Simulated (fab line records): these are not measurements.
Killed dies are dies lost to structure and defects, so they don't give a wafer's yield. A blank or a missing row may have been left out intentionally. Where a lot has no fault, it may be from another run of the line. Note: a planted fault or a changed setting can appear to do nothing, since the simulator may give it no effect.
fab line records -- flow nandHarc
record lots=11, wafers=33, lastDay=33
route steps=1302 shown P_GATE@122 END@1302
lots untouched by any fault: they come from a run of this same line in which no faults occurred
startH: hours from the record's first day to the start of the lot's first wafer shown -- waitH: how many hours have passed since the lot's step before this one -- " same as the row above -- L1.1+2: several wafers, shown together as one row -- - no value present, or no start provided -- * or withheld: withheld -- < > ~ a bound
route shown NAME@n: names a module that has steps shown in the file, with the first one's number in the route -- usual: average and standard deviation across the fault-free wafers -- same: alike in all rows -- chamber/n: place in a boat -- sites: the reading at each site -- _std_site: how widely they spread, as a standard deviation -- _edge_site: inner sites' mean taken away from outer sites' mean -- radiusMm: for every site, how far away it sits from the centre of the wafer -- mask NAME#n: copy n -- behind: the most recent tool/chamber to have shaped the wafer -- hold: why the lot went on hold/how many hours it stayed there/how the hold came to an end -- device: names the non-switching transistor (n, p or np) -- end of line: at the end of the route, the tests of the same wafers -- step lacking rows: just its recipe -- killed: at the first sort, the dies lost to defects and structure; wafer yield is something else -- map: a wafer's dies, marking killed ones x, the rest . and places with no die _
set.NAME: the setting the step ran with; set.NAME@STEP: the setting that earlier step ran with -- model.NAME: the simulator's own value behind a step, which no gauge read
one table for each step of the route and one row for each wafer, over a sample of lots
services: from which hour (startH, from the record's first day; less than 0 if before it) a tool's chamber was out of use, for how many hours, and why
## steps
# step NHARC_P_GATE_CD_MEAS_11
# recipe targetCdNm=1640, landingEnergyEv=500
# usual cdNm=1639.9/1.5
# same landingEnergyEv=500
lot.wafer,tool,chamber,startH,waitH,cdNm
L775.3,cdSem-03,0,83.15,-,1640.5
L775.4,cdSem-03,0,83.15,-,1640.1
L775.6,cdSem-03,0,83.15,-,1641.3
L776.1,cdSem-03,0,91.36,-,1640.0
L776.2,cdSem-03,0,91.36,-,1640.4
L776.4,cdSem-03,0,91.36,-,1639.9
L778.1,cdSem-01,0,110.68,-,1641.8
L778.3,cdSem-01,0,110.68,-,1640.8
L778.5,cdSem-01,0,110.68,-,1640.9
L780.1,cdSem-03,0,135.55,-,1639.8
L780.4,cdSem-03,0,135.55,-,1640.3
L780.5,cdSem-03,0,135.55,-,1640.8
L781.3,cdSem-03,0,140.78,-,1637.2
L781.4,cdSem-03,0,140.78,-,1639.4
L781.5,cdSem-03,0,140.78,-,1640.4
L782.2,cdSem-03,0,156.63,-,1641.5
L782.5,cdSem-03,0,156.63,-,1640.1
L782.6,cdSem-03,0,156.63,-,1640.3
L784.1,cdSem-01,0,172.79,-,1641.7
L784.2,cdSem-01,0,172.79,-,1640.5
L784.6,cdSem-01,0,172.79,-,1641.6
L787.2,cdSem-02,0,204.57,-,1637.7
L787.4,cdSem-02,0,204.57,-,1639.2
L787.6,cdSem-02,0,204.57,-,1639.3
L794.1,cdSem-01,0,273.77,-,1636.3
L794.4,cdSem-01,0,273.77,-,1638.7
L794.6,cdSem-01,0,273.77,-,1637.9
L795.1,cdSem-01,0,280.29,-,1639.4
L795.2,cdSem-01,0,280.29,-,1642.3
L795.4,cdSem-01,0,280.29,-,1642.6
L796.1,cdSem-02,0,289.08,-,1641.3
L796.3,cdSem-02,0,289.08,-,1640.5
L796.5,cdSem-02,0,289.08,-,1641.4
# step NHARC_P_GATE_ETCH_32
# recipe targetDepthA=1500, overEtchFrac=1, overEtchIonEnergyEv=40, timeS=100.1, hbrFlowSccm=150, cl2FlowSccm=50, rfW=400, icpW=400, biasW=100, chemistry=HBr/Cl2
# usual drypumpMotorCurrentA=5.7/0.46, oesProductAu=0.999/0.0069, throttleValvePct=26.406/0.0096
# same timeS=100.1
lot.wafer,tool,chamber,startH,waitH,drypumpMotorCurrentA,oesProductAu,rfHoursCounterH,throttleValvePct
L775.3,rieSi-05,0,102.32,-,5.1,0.992,1.10,26.410
L775.4,rieSi-05,3,102.32,-,5.4,1.001,1.06,26.398
L775.6,rieSi-05,0,102.32,-,5.0,1.005,-,26.400
L776.1,rieSi-06,2,106.17,-,6.1,1.009,0.14,26.393
L776.2,rieSi-06,3,106.17,-,5.9,1.001,0.18,26.395
L776.4,rieSi-06,0,106.17,-,4.9,1.005,0.22,26.428
L778.3,rieSi-06,0,128.98,-,5.0,0.990,0.29,26.405
L778.1,rieSi-06,1,128.98,-,6.1,0.991,0.26,26.405
L778.5,rieSi-06,3,128.98,-,5.9,1.001,-,26.392
L780.1,rieSi-06,3,150.22,-,5.9,0.998,0.49,26.404
L780.4,rieSi-06,2,150.22,-,6.1,0.992,0.42,26.411
L780.5,rieSi-06,0,150.22,-,4.9,0.993,-,26.393
L781.3,rieSi-06,0,158.43,-,4.9,0.991,0.61,26.406
L781.4,rieSi-06,1,158.43,-,6.2,0.983,0.45,26.397
L781.5,rieSi-06,0,158.43,-,4.9,0.997,-,26.412
L782.2,rieSi-06,3,174.51,-,5.9,0.996,0.68,26.378
L782.6,rieSi-06,2,174.51,-,6.1,0.997,-,26.393
L782.5,rieSi-06,3,174.51,-,5.9,1.004,-,26.414
L784.2,rieSi-01,0,188.49,-,5.7,1.013,0.95,26.395
L784.1,rieSi-01,1,188.49,-,6.2,0.997,0.92,26.406
L784.6,rieSi-01,0,188.49,-,5.6,0.998,-,26.408
L787.4,rieSi-05,1,221.89,-,5.1,0.995,0.48,26.400
L787.2,rieSi-05,2,221.89,-,6.1,1.000,0.44,26.406
L787.6,rieSi-05,0,221.89,-,5.0,1.002,-,26.391
L794.4,rieSi-01,0,292.04,-,5.6,1.015,0.46,26.407
L794.1,rieSi-01,2,292.04,-,6.0,0.996,0.35,26.396
L794.6,rieSi-01,1,292.04,-,6.3,0.987,-,26.401
L795.4,rieSi-06,1,296.53,-,6.1,0.992,0.17,26.406
L795.1,rieSi-06,2,296.53,-,6.1,1.006,0.26,26.411
L795.2,rieSi-06,3,296.53,-,5.9,1.000,0.30,26.405
L796.3,rieSi-01,2,305.00,-,6.0,0.997,0.45,26.407
L796.1,rieSi-01,3,305.00,-,5.3,0.993,0.49,26.408
L796.5,rieSi-01,1,305.00,-,6.2,0.996,-,26.393
# step NHARC_P_GATE_STRIP_108
# recipe o2FlowSccm=500, arFlowSccm=0, biasW=0, chemistry=O2
# usual drypumpMotorCurrentA=5.6/0.34, oesProductAu=0.998/0.008, rfVppV=57.8/0.9, showerheadPlenumPTorr=3.53/0.13, throttleValvePct=17.036/0.009
lot.wafer,tool,chamber,startH,waitH,drypumpMotorCurrentA,oesProductAu,rfHoursCounterH,rfVppV,showerheadPlenumPTorr,throttleValvePct
L775.4,rieDiel-11,1,102.51,-,6.0,0.991,0.8,57.6,3.52,17.047
L775.3,rieDiel-11,2,102.51,-,5.9,1.006,1.2,56.2,3.40,17.024
L775.6,rieDiel-11,3,102.51,-,5.4,0.992,-,56.2,3.41,17.029
L776.4,rieDiel-01,2,106.31,-,5.7,0.983,5.4,57.0,3.49,17.039
L776.1,rieDiel-01,3,106.31,-,5.7,1.002,5.8,57.7,3.73,17.055
L776.2,rieDiel-01,1,106.31,-,5.4,0.994,5.0,58.2,3.72,17.039
L778.3,rieDiel-03,3,129.14,-,5.1,1.004,0.8,57.9,3.56,17.018
L778.1,rieDiel-03,0,129.14,-,5.3,0.990,0.5,57.1,3.46,17.032
L778.5,rieDiel-03,3,129.14,-,5.1,0.996,-,58.1,3.56,17.038
L780.4,rieDiel-11,3,150.38,-,5.4,0.992,3.9,58.2,3.41,17.037
L780.1,rieDiel-11,0,150.38,-,5.9,1.011,3.5,57.4,3.55,17.025
L780.5,rieDiel-11,3,150.38,-,5.4,0.993,-,57.7,3.41,17.045
L781.4,rieDiel-01,0,158.59,-,4.9,0.988,6.9,59.5,3.74,17.049
L781.3,rieDiel-01,1,158.59,-,5.4,1.006,7.0,57.3,3.72,17.046
L781.5,rieDiel-01,0,158.59,-,4.9,0.995,-,58.4,3.74,17.055
L782.2,rieDiel-11,1,174.66,-,5.9,0.995,3.7,57.2,3.51,17.024
L782.6,rieDiel-11,1,174.66,-,6.0,0.994,-,59.3,3.51,17.037
L782.5,rieDiel-11,2,174.66,-,5.9,0.999,-,57.5,3.39,17.031
L784.2,rieDiel-03,2,188.65,-,5.3,1.002,4.9,55.3,3.32,17.038
L784.1,rieDiel-03,0,188.65,-,5.3,1.005,3.7,58.9,3.45,17.035
L784.6,rieDiel-03,2,188.65,-,5.3,1.002,-,55.6,3.32,17.035
L787.4,rieDiel-03,1,222.03,-,6.0,0.995,6.1,58.3,3.40,17.044
L787.2,rieDiel-03,3,222.03,-,5.1,1.012,6.5,57.9,3.56,17.030
L787.6,rieDiel-03,1,222.03,-,6.0,1.001,-,59.0,3.40,17.026
L794.4,rieDiel-03,3,292.22,-,5.1,1.000,0.1,57.5,3.56,17.025
L794.1,rieDiel-03,1,292.22,-,6.0,1.005,0.2,58.0,3.40,17.026
L794.6,rieDiel-03,2,292.22,-,5.3,1.002,-,56.7,3.32,17.031
L795.1,rieDiel-11,1,296.68,-,6.0,1.001,1.2,57.7,3.51,17.022
L795.4,rieDiel-11,2,296.68,-,5.9,0.997,2.1,56.2,3.39,17.021
L795.2,rieDiel-11,3,296.68,-,5.4,0.998,1.6,59.1,3.41,17.049
L796.1,rieDiel-11,0,305.14,-,5.9,1.018,1.9,58.0,3.55,17.024
L796.3,rieDiel-11,2,305.14,-,5.9,1.012,2.6,56.2,3.39,17.035
L796.5,rieDiel-11,0,305.14,-,5.9,1.007,-,56.6,3.55,17.044
# step NHARC_P_GATE_EXPOSE_43
# recipe na=0.6, targetCdNm=720, doseMj=14.81, maskId=P_NSD
# usual exposureDoseMJCm2=14.809/0.016, stageVelMmS=499.98/0.24
lot.wafer,tool,chamber,startH,waitH,mask,exposureDoseMJCm2,stageVelMmS
L775.3,krfScanner-02,0,113.62,-,P_NSD#0,14.834,499.69
L775.4,krfScanner-02,0,113.62,-,P_NSD#0,14.815,499.98
L775.6,krfScanner-02,0,113.62,-,P_NSD#0,14.812,500.24
L776.1,krfScanner-03,0,117.26,-,P_NSD#0,14.827,500.11
L776.2,krfScanner-03,0,117.26,-,P_NSD#0,14.846,499.84
L776.4,krfScanner-03,0,117.26,-,P_NSD#0,14.833,499.56
L778.1,krfScanner-02,0,142.15,-,P_NSD#0,14.816,499.84
L778.3,krfScanner-02,0,142.15,-,P_NSD#0,14.806,500.06
L778.5,krfScanner-02,0,142.15,-,P_NSD#0,14.811,499.99
L780.1,krfScanner-04,0,161.46,-,P_NSD#0,14.791,499.85
L780.4,krfScanner-04,0,161.46,-,P_NSD#0,14.764,499.89
L780.5,krfScanner-04,0,161.46,-,P_NSD#0,14.760,499.93
L781.3,krfScanner-04,0,169.49,-,P_NSD#0,14.810,499.67
L781.4,krfScanner-04,0,169.49,-,P_NSD#0,14.824,500.31
L781.5,krfScanner-04,0,169.49,-,P_NSD#0,14.817,499.82
L782.2,krfScanner-03,0,185.66,-,P_NSD#0,14.804,500.33
L782.5,krfScanner-03,0,185.66,-,P_NSD#0,14.803,500.06
L782.6,krfScanner-03,0,185.66,-,P_NSD#0,14.813,499.98
L784.1,krfScanner-03,0,199.61,-,P_NSD_R1#0,14.835,500.12
L784.2,krfScanner-03,0,199.61,-,P_NSD_R1#0,14.835,500.01
L784.6,krfScanner-03,0,199.61,-,P_NSD_R1#0,14.803,500.00
L787.2,krfScanner-02,0,233.00,-,P_NSD#0,14.810,500.04
L787.4,krfScanner-02,0,233.00,-,P_NSD#0,14.839,500.37
L787.6,krfScanner-02,0,233.00,-,P_NSD#0,14.839,500.01
L794.1,krfScanner-03,0,303.24,-,P_NSD#0,14.831,500.12
L794.4,krfScanner-03,0,303.24,-,P_NSD#0,14.801,499.69
L794.6,krfScanner-03,0,303.24,-,P_NSD#0,14.805,500.09
L795.1,krfScanner-02,0,307.79,-,P_NSD#0,14.791,499.86
L795.2,krfScanner-02,0,307.79,-,P_NSD#0,14.820,499.71
L795.4,krfScanner-02,0,307.79,-,P_NSD#0,14.803,499.71
L796.1,krfScanner-02,0,316.00,-,P_NSD#0,14.802,499.76
L796.3,krfScanner-02,0,316.00,-,P_NSD#0,14.812,499.75
L796.5,krfScanner-02,0,316.00,-,P_NSD#0,14.812,499.65
# step NHARC_P_GATE_CD_MEAS_46
# recipe targetCdNm=720, landingEnergyEv=500
# usual cdNm=720.5/1.2
# same landingEnergyEv=500
lot.wafer,tool,chamber,startH,waitH,cdNm
L775.3,cdSem-01,0,113.77,-,720.7
L775.4,cdSem-01,0,113.77,-,719.4
L775.6,cdSem-01,0,113.77,-,719.9
L776.1,cdSem-01,0,117.41,-,722.4
L776.2,cdSem-01,0,117.41,-,722.8
L776.4,cdSem-01,0,117.41,-,721.6
L778.1,cdSem-02,0,142.31,-,721.1
L778.3,cdSem-02,0,142.31,-,718.8
L778.5,cdSem-02,0,142.31,-,718.5
L780.1,cdSem-03,0,161.62,-,721.6
L780.4,cdSem-03,0,161.62,-,721.7
L780.5,cdSem-03,0,161.62,-,721.0
L781.3,cdSem-03,0,169.65,-,721.7
L781.4,cdSem-03,0,169.65,-,720.9
L781.5,cdSem-03,0,169.65,-,720.7
L782.2,cdSem-02,0,185.82,-,720.9
L782.5,cdSem-02,0,185.82,-,719.5
L782.6,cdSem-02,0,185.82,-,721.1
L784.1,cdSem-01,0,199.77,-,668.4
L784.2,cdSem-01,0,199.77,-,666.2
L784.6,cdSem-01,0,199.77,-,666.1
L787.2,cdSem-03,0,233.15,-,721.0
L787.4,cdSem-03,0,233.15,-,722.5
L787.6,cdSem-03,0,233.15,-,722.5
L794.1,cdSem-03,0,303.40,-,720.5
L794.4,cdSem-03,0,303.40,-,719.7
L794.6,cdSem-03,0,303.40,-,718.6
L795.1,cdSem-01,0,307.95,-,721.5
L795.2,cdSem-01,0,307.95,-,721.1
L795.4,cdSem-01,0,307.95,-,722.0
L796.1,cdSem-01,0,316.16,-,721.6
L796.3,cdSem-01,0,316.16,-,720.5
L796.5,cdSem-01,0,316.16,-,722.2
# step NHARC_END_SORT_01
# recipe tempC=25
# usual killedAtArray=53/21, killedAtOther=1.0/1.3, killedAtPeriphery=3.8/2.4, killedDies=58/21, killedOpen=3.4/1.9, killedShort=2.4/1.5
# same grossDies=677
lot.wafer,tool,chamber,startH,waitH,killedAtArray,killedAtOther,killedAtPeriphery,killedDies,killedOpen,killedShort
L776.1,prober-01,0,570.54,2.5,55,1,6,62,4,0
L776.2,prober-01,0,571.35,2.8,37,1,2,40,1,2
L776.4,prober-01,0,572.95,3.4,34,3,3,40,4,4
L775.3,prober-02,0,584.43,3.1,70,2,3,75,7,1
L775.4,prober-02,0,585.23,3.4,77,4,3,84,4,2
L775.6,prober-02,0,586.83,4.0,58,2,0,60,5,2
L778.1,prober-01,0,590.64,2.6,79,1,4,84,1,2
L778.3,prober-01,0,592.26,3.2,81,0,5,86,4,3
L778.5,prober-01,0,593.89,3.8,78,0,5,83,3,4
L780.1,prober-01,0,602.46,2.5,34,0,3,37,3,0
L780.4,prober-01,0,604.90,3.4,54,1,4,59,6,2
L780.5,prober-01,0,605.71,3.7,58,1,2,61,3,3
L781.3,prober-02,0,628.34,3.1,54,0,4,58,3,0
L781.4,prober-02,0,629.14,3.4,76,0,2,78,6,3
L781.5,prober-02,0,629.93,3.7,57,0,3,60,6,2
L782.2,prober-02,0,664.37,2.8,16,0,5,21,6,3
L782.5,prober-02,0,666.73,3.6,27,0,5,32,2,1
L782.6,prober-02,0,667.51,3.9,23,0,4,27,2,5
L784.1,prober-01,0,671.51,2.5,51,4,3,58,4,1
L784.2,prober-01,0,672.30,2.8,49,1,5,55,5,2
L784.6,prober-01,0,675.46,4.0,51,2,3,56,5,7
L787.2,prober-02,0,692.30,2.8,56,0,9,65,1,2
L787.4,prober-02,0,693.89,3.4,65,0,5,70,1,4
L787.6,prober-02,0,695.47,4.0,51,2,5,58,4,0
L795.1,prober-01,0,783.69,2.5,52,1,16,69,4,2
L795.2,prober-01,0,784.48,2.8,73,2,11,86,3,5
L795.4,prober-01,0,786.06,3.4,62,3,6,71,3,2
L794.1,prober-02,0,783.72,2.5,42,0,1,43,3,0
L794.4,prober-02,0,786.12,3.4,44,2,1,47,6,2
L794.6,prober-02,0,787.72,4.0,42,4,3,49,3,3
L796.1,prober-01,0,791.48,2.5,11,3,3,17,3,2
L796.3,prober-01,0,793.11,3.1,23,2,6,31,3,1
L796.5,prober-01,0,794.74,3.8,13,0,2,15,5,3
# killed by level:class
L776.1 A_CHANNEL_HOLE_D1:chamberFilmFlake=34 A_CONTACT:chamberFilmFlake=5 A_CHANNEL_HOLE_D2:chamberFilmFlake=4 P_GATE:chamberFilmFlake=3 A_STAIRCASE:chamberFilmFlake=3 P_M0:geometricParticle:open=2 A_CONTACT:unspecified=2 A_BLC:chamberFilmFlake=2
L776.2 A_CHANNEL_HOLE_D1:chamberFilmFlake=11 A_CHANNEL_HOLE_D2:chamberFilmFlake=6 A_CONTACT:chamberFilmFlake=6 A_STAIRCASE:chamberFilmFlake=5 P_GATE:chamberFilmFlake=2 A_CONTACT:unspecified=2 A_ONON_D1:geometricParticle:short=1 A_WL_FILL:geometricParticle:short=1
L776.4 A_CHANNEL_HOLE_D1:chamberFilmFlake=10 A_CHANNEL_HOLE_D2:chamberFilmFlake=7 A_STAIRCASE:chamberFilmFlake=4 A_ZERO_WELL:chamberFilmFlake=3 A_DECK1_JOINT:geometricParticle:short=2 P_GATE:chamberFilmFlake=2 A_CONTACT:chamberFilmFlake=2 THIN_TSV:chamberFilmFlake=2
L775.3 A_CHANNEL_HOLE_D2:chamberFilmFlake=36 A_SLIT:chamberFilmFlake=17 A_CONTACT:chamberFilmFlake=5 A_CHANNEL_HOLE_D1:chamberFilmFlake=3 P_CONTACT:geometricParticle:open=2 A_WL_FILL:geometricParticle:open=2 A_CHANNEL_FILL_D2:geometricParticle:open=1 A_WL_FILL:geometricParticle:short=1
L775.4 A_CHANNEL_HOLE_D2:chamberFilmFlake=36 A_SLIT:chamberFilmFlake=18 A_CONTACT:chamberFilmFlake=7 A_ZERO_WELL:chamberFilmFlake=4 THIN_TSV:chamberFilmFlake=3 A_DECK1_JOINT:chamberFilmFlake=2 A_ONON_D2:geometricParticle:open=1 A_CHANNEL_HOLE_D2:geometricParticle:open=1
L775.6 A_CHANNEL_HOLE_D2:chamberFilmFlake=29 A_SLIT:chamberFilmFlake=13 A_CONTACT:chamberFilmFlake=6 A_ONON_D1:geometricParticle:short=2 A_CHANNEL_FILL_D2:geometricParticle:open=2 A_STAIRCASE:chamberFilmFlake=2 THIN_TSV:chamberFilmFlake=2 A_ONON_D1:geometricParticle:open=1
L778.1 A_CHANNEL_HOLE_D1:chamberFilmFlake=31 A_SLIT:chamberFilmFlake=21 A_CHANNEL_HOLE_D2:chamberFilmFlake=14 A_DECK1_JOINT:chamberFilmFlake=3 A_STAIRCASE:chamberFilmFlake=3 A_CONTACT:chamberFilmFlake=3 P_CONTACT:chamberFilmFlake=2 A_ONON_D2:geometricParticle:short=1
L778.3 A_CHANNEL_HOLE_D2:chamberFilmFlake=35 A_SLIT:chamberFilmFlake=18 A_CHANNEL_HOLE_D1:chamberFilmFlake=16 A_CONTACT:chamberFilmFlake=5 P_CONTACT:geometricParticle:open=1 P_M0:geometricParticle:open=1 A_CHANNEL_HOLE_D1:geometricParticle:short=1 A_WL_FILL:geometricParticle:open=1
L778.5 A_CHANNEL_HOLE_D1:chamberFilmFlake=37 A_SLIT:chamberFilmFlake=18 A_CHANNEL_HOLE_D2:chamberFilmFlake=15 A_WL_FILL:geometricParticle:short=2 A_WL_FILL:geometricParticle:open=2 P_CONTACT:chamberFilmFlake=2 P_M1:geometricParticle:short=1 A_CHANNEL_FILL_D1:geometricParticle:short=1
L780.1 A_CHANNEL_HOLE_D1:chamberFilmFlake=13 A_CHANNEL_HOLE_D2:chamberFilmFlake=12 A_STAIRCASE:chamberFilmFlake=3 A_WL_FILL:chamberFilmFlake=2 A_CONTACT:chamberFilmFlake=2 P_M0:geometricParticle:open=1 A_ONON_D1:geometricParticle:open=1 A_CHANNEL_FILL_D1:geometricParticle:open=1
L780.4 A_CHANNEL_HOLE_D1:chamberFilmFlake=35 A_CHANNEL_HOLE_D2:chamberFilmFlake=7 A_ONON_D1:geometricParticle:open=2 A_SLIT:chamberFilmFlake=2 P_CONTACT:geometricParticle:open=1 P_CONTACT:geometricParticle:short=1 A_CHANNEL_FILL_D1:geometricParticle:open=1 A_DECK1_JOINT:geometricParticle:short=1
L780.5 A_CHANNEL_HOLE_D1:chamberFilmFlake=38 A_CHANNEL_HOLE_D2:chamberFilmFlake=10 A_STAIRCASE:chamberFilmFlake=2 P_STI:geometricParticle:short=1 P_GATE:geometricParticle:short=1 A_ONON_D1:geometricParticle:open=1 A_CHANNEL_FILL_D1:geometricParticle:short=1 A_CHANNEL_FILL_D1:geometricParticle:open=1
L781.3 A_SLIT:chamberFilmFlake=22 A_CHANNEL_HOLE_D1:chamberFilmFlake=17 A_CHANNEL_HOLE_D2:chamberFilmFlake=7 A_CONTACT:chamberFilmFlake=2 P_M1:geometricParticle:open=1 A_ONON_D1:geometricParticle:open=1 A_CONTACT:geometricParticle:open=1 P_ZERO_WELL:chamberFilmFlake=1
L781.4 A_CHANNEL_HOLE_D1:chamberFilmFlake=35 A_SLIT:chamberFilmFlake=16 A_CHANNEL_HOLE_D2:chamberFilmFlake=12 A_CHANNEL_FILL_D1:chamberFilmFlake=2 A_CONTACT:chamberFilmFlake=2 P_M1:geometricParticle:open=1 A_SOURCE_PLATE:geometricParticle:open=1 A_ONON_D1:geometricParticle:open=1
L781.5 A_SLIT:chamberFilmFlake=21 A_CHANNEL_HOLE_D1:chamberFilmFlake=12 A_CHANNEL_HOLE_D2:chamberFilmFlake=11 A_CHANNEL_FILL_D2:geometricParticle:open=3 P_GATE:geometricParticle:open=1 P_M0:geometricParticle:short=1 A_SOURCE_PLATE:geometricParticle:short=1 A_ONON_D1:geometricParticle:open=1
L782.2 A_CHANNEL_HOLE_D2:chamberFilmFlake=3 A_M1:geometricParticle:open=2 A_CHANNEL_HOLE_D1:chamberFilmFlake=2 P_CONTACT:geometricParticle:open=1 P_M0:geometricParticle:open=1 A_CHANNEL_FILL_D1:geometricParticle:open=1 A_ONON_D2:geometricParticle:short=1 A_WL_FILL:geometricParticle:open=1
L782.5 A_CHANNEL_HOLE_D2:chamberFilmFlake=13 P_ZERO_WELL:chamberFilmFlake=4 A_CHANNEL_HOLE_D1:chamberFilmFlake=4 A_SLIT:chamberFilmFlake=2 A_WL_FILL:chamberFilmFlake=2 A_M0:chamberFilmFlake=2 A_CONTACT:geometricParticle:open=1 A_BLC:geometricParticle:short=1
L782.6 A_CHANNEL_HOLE_D2:chamberFilmFlake=10 A_ONON_D1:geometricParticle:short=2 A_CHANNEL_FILL_D2:geometricParticle:short=2 P_ZERO_WELL:chamberFilmFlake=2 A_CHANNEL_HOLE_D1:chamberFilmFlake=2 A_WL_FILL:chamberFilmFlake=2 P_BONDPAD:geometricParticle:short=1 A_DECK1_JOINT:geometricParticle:open=1
L784.1 A_SLIT:chamberFilmFlake=20 A_CHANNEL_HOLE_D2:chamberFilmFlake=14 A_M1:chamberFilmFlake=4 A_CHANNEL_HOLE_D1:chamberFilmFlake=4 A_CONTACT:chamberFilmFlake=4 THIN_TSV:chamberFilmFlake=4 P_M0:geometricParticle:open=2 A_M0:geometricParticle:open=2
L784.2 A_SLIT:chamberFilmFlake=18 A_CHANNEL_HOLE_D2:chamberFilmFlake=14 A_CONTACT:chamberFilmFlake=5 A_CHANNEL_HOLE_D1:chamberFilmFlake=3 A_STAIRCASE:chamberFilmFlake=3 A_M1:chamberFilmFlake=2 P_CONTACT:geometricParticle:open=1 P_M0:geometricParticle:open=1
L784.6 A_SLIT:chamberFilmFlake=16 A_CHANNEL_HOLE_D2:chamberFilmFlake=14 A_CONTACT:chamberFilmFlake=4 A_M1:chamberFilmFlake=3 A_WL_FILL:geometricParticle:short=2 A_WL_FILL:geometricParticle:open=2 A_CHANNEL_HOLE_D1:chamberFilmFlake=2 A_STAIRCASE:chamberFilmFlake=2
L787.2 A_SLIT:chamberFilmFlake=21 A_CHANNEL_HOLE_D2:chamberFilmFlake=9 A_STAIRCASE:chamberFilmFlake=9 P_BONDPAD:chamberFilmFlake=5 A_CHANNEL_HOLE_D1:chamberFilmFlake=5 A_CONTACT:chamberFilmFlake=3 P_M1:chamberFilmFlake=2 A_SGD_CUT:chamberFilmFlake=2
L787.4 A_SLIT:chamberFilmFlake=22 A_CHANNEL_HOLE_D2:chamberFilmFlake=11 A_STAIRCASE:chamberFilmFlake=10 A_CHANNEL_HOLE_D1:chamberFilmFlake=5 A_CHANNEL_FILL_D1:chamberFilmFlake=3 A_WL_FILL:chamberFilmFlake=3 A_CONTACT:chamberFilmFlake=3 P_ZERO_WELL:chamberFilmFlake=2
L787.6 A_SLIT:chamberFilmFlake=16 A_STAIRCASE:chamberFilmFlake=10 A_CHANNEL_HOLE_D2:chamberFilmFlake=9 A_CHANNEL_HOLE_D1:chamberFilmFlake=6 P_BONDPAD:chamberFilmFlake=3 A_CONTACT:chamberFilmFlake=3 A_BONDPAD:chamberFilmFlake=3 A_ONON_D2:geometricParticle:open=2
L795.1 A_CHANNEL_HOLE_D2:chamberFilmFlake=19 A_SLIT:chamberFilmFlake=10 P_CONTACT:chamberFilmFlake=7 A_CONTACT:chamberFilmFlake=7 A_CHANNEL_HOLE_D1:chamberFilmFlake=6 P_GATE:chamberFilmFlake=5 P_ZERO_WELL:chamberFilmFlake=2 A_CHANNEL_FILL_D1:chamberFilmFlake=2
L794.1 A_SLIT:chamberFilmFlake=22 A_CHANNEL_HOLE_D1:chamberFilmFlake=6 A_CONTACT:chamberFilmFlake=6 A_CHANNEL_FILL_D1:chamberFilmFlake=3 P_ZERO_WELL:geometricParticle:open=1 A_ONON_D2:geometricParticle:open=1 A_M0:geometricParticle:open=1 A_DECK1_JOINT:chamberFilmFlake=1
L795.2 A_CHANNEL_HOLE_D2:chamberFilmFlake=20 A_STAIRCASE:chamberFilmFlake=14 A_CONTACT:chamberFilmFlake=12 A_SLIT:chamberFilmFlake=9 A_CHANNEL_HOLE_D1:chamberFilmFlake=8 P_CONTACT:chamberFilmFlake=6 A_SOURCE_PLATE:geometricParticle:short=2 A_CHANNEL_FILL_D1:chamberFilmFlake=2
L795.4 A_CHANNEL_HOLE_D2:chamberFilmFlake=19 A_CHANNEL_HOLE_D1:chamberFilmFlake=15 A_CONTACT:chamberFilmFlake=7 A_STAIRCASE:chamberFilmFlake=7 A_SLIT:chamberFilmFlake=4 P_CONTACT:chamberFilmFlake=3 THIN_TSV:chamberFilmFlake=3 A_DECK1_JOINT:chamberFilmFlake=2
L794.4 A_SLIT:chamberFilmFlake=19 A_CHANNEL_HOLE_D1:chamberFilmFlake=9 A_CONTACT:chamberFilmFlake=5 A_M0:chamberFilmFlake=2 P_M1:geometricParticle:open=1 A_CHANNEL_FILL_D1:geometricParticle:short=1 A_ONON_D2:geometricParticle:open=1 A_CHANNEL_HOLE_D2:geometricParticle:open=1
L794.6 A_SLIT:chamberFilmFlake=23 A_CONTACT:chamberFilmFlake=8 THIN_TSV:chamberFilmFlake=4 A_CHANNEL_FILL_D1:geometricParticle:open=3 A_CHANNEL_HOLE_D1:chamberFilmFlake=2 A_STAIRCASE:chamberFilmFlake=2 A_M0:chamberFilmFlake=2 P_M1:geometricParticle:short=1
L796.1 A_SLIT:chamberFilmFlake=3 A_CONTACT:chamberFilmFlake=3 THIN_TSV:chamberFilmFlake=3 P_M0:geometricParticle:open=1 A_ONON_D1:geometricParticle:short=1 A_CHANNEL_FILL_D1:geometricParticle:open=1 A_DECK1_JOINT:geometricParticle:short=1 A_STAIRCASE:geometricParticle:open=1
L796.3 A_CONTACT:chamberFilmFlake=6 A_SLIT:chamberFilmFlake=5 A_CHANNEL_FILL_D1:chamberFilmFlake=3 P_M0:geometricParticle:open=2 A_CHANNEL_HOLE_D2:chamberFilmFlake=2 THIN_TSV:chamberFilmFlake=2 A_CHANNEL_FILL_D2:geometricParticle:short=1 A_M0:geometricParticle:open=1
L796.5 A_M0:geometricParticle:open=2 A_SLIT:chamberFilmFlake=2 A_CONTACT:chamberFilmFlake=2 A_ONON_D1:geometricParticle:short=1 A_CHANNEL_FILL_D2:geometricParticle:short=1 A_SGD_CUT:geometricParticle:open=1 A_WL_FILL:geometricParticle:open=1 A_CONTACT:geometricParticle:open=1
## services
tool,chamber,startH,hours,kind
rieDiel-11,-,78.53,9.0,pm
rieDiel-01,3,87.55,2.7,repair
krfScanner-04,-,93.40,0.2,repair
krfScanner-02,-,94.00,4.0,pm
rieDiel-03,-,104.30,9.0,pm
krfScanner-02,-,133.89,2.8,repair
krfScanner-03,-,137.88,5.4,repair
rieDiel-03,2,140.20,8.8,repair
rieDiel-03,0,140.22,7.3,repair
krfScanner-02,-,165.47,2.3,repair
rieSi-06,0,174.39,6.8,repair
rieDiel-11,1,179.52,4.2,repair
rieDiel-11,3,189.08,8.6,repair
rieSi-01,-,193.00,9.0,pm
rieDiel-11,3,202.24,6.2,repair
krfScanner-03,-,223.05,8.6,repair
rieSi-06,1,236.49,3.0,repair
rieSi-06,0,241.95,3.2,repair
rieSi-06,-,249.00,9.0,pm
krfScanner-03,-,255.10,0.6,repair
rieDiel-11,-,255.53,9.0,pm
krfScanner-02,-,266.00,4.0,pm
rieDiel-03,-,281.30,9.0,pm
krfScanner-02,-,293.86,1.0,repair
## key
firstSign step=NHARC_P_GATE_EXPOSE_43, reading=mask, direction=changed
effect step=NHARC_P_GATE_CD_MEAS_46, reading=cdNm, direction=down, sigmas=44, usual=720.5, struck=666.9
metAt NHARC_P_GATE_EXPOSE_43
struckLots L784
testerLeftOut L784
notActingAt NHARC_P_GATE_CD_MEAS_11,NHARC_P_GATE_ETCH_32,NHARC_P_GATE_STRIP_108
onsetBetween 185.66 199.61
fault kind=wrongMask, tool=any, chamber=-, onsetH=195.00, steps=NHARC_P_GATE_EXPOSE_43, auxCopy=P_NSD_R1#0, cdOffsetNm=-51.173, scope=struckLotsOnly
# testerLeftOut: of these lots the tester's yield and bins aren't shown, on N5 and GAA mostly nor the transistor test; their killed dies are dies lost to structure and defects alone, not to doping, threshold or leakage, so they don't give the yield
